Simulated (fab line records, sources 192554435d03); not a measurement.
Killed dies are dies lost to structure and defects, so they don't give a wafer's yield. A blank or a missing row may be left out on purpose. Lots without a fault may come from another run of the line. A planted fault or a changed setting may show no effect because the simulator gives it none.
Chamber matching | flow n5_finfet | N5_BEOL_M1_ILD_DEP_00 on pecvd-04: 3 sister chambers
The step deposits SiOC from DEMS/O2, target thk 79 nm, time 15.3 s. 3 wafers are shown with their chamber, then 9 later ones without.

WAFERS WITH THEIR CHAMBER
wafer  | chamber | showerhead_vpp_V (V)
L636.1 | 2       | 1331
L636.3 | 0       | 1528
L636.4 | 1       | 1352

WAFERS WITHOUT THEIR CHAMBER
wafer  | showerhead_vpp_V (V)
L637.2 | 1536
L637.5 | 1333
L637.6 | 1541
L638.2 | 1365
L638.5 | 1360
L638.6 | 1573
L639.1 | 1543
L639.5 | 1361
L639.6 | 1520

WHICH CHAMBER EACH WENT THROUGH
wafer  | from the rows above     | in truth
L637.2 | 0                       | 0
L637.5 | can't be placed: 2 or 1 | 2
L637.6 | 0                       | 0
L638.2 | can't be placed: 1 or 2 | 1
L638.5 | can't be placed: 1 or 2 | 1
L638.6 | 0                       | 0
L639.1 | 0                       | 0
L639.5 | can't be placed: 1 or 2 | 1
L639.6 | 0                       | 0
Placed correctly: 5 of 9. Can't be placed from these rows: 4 (the true chamber is among the candidates in 4). Placed wrongly: 0.
How it was worked out, from the rows above alone: a wafer's distance from a chamber is the root of the sum, over the readings, of the square of ((its reading less the chamber's mean) divided by the reading's scatter). The wafer belongs to the nearest chamber; if the next one is less than 2 further off, it can't be placed. A chamber's mean is the mean of its shown wafers. The scatter: with one shown wafer a chamber, the root of the mean of the squares of how far each hidden wafer lies from its nearest shown one.
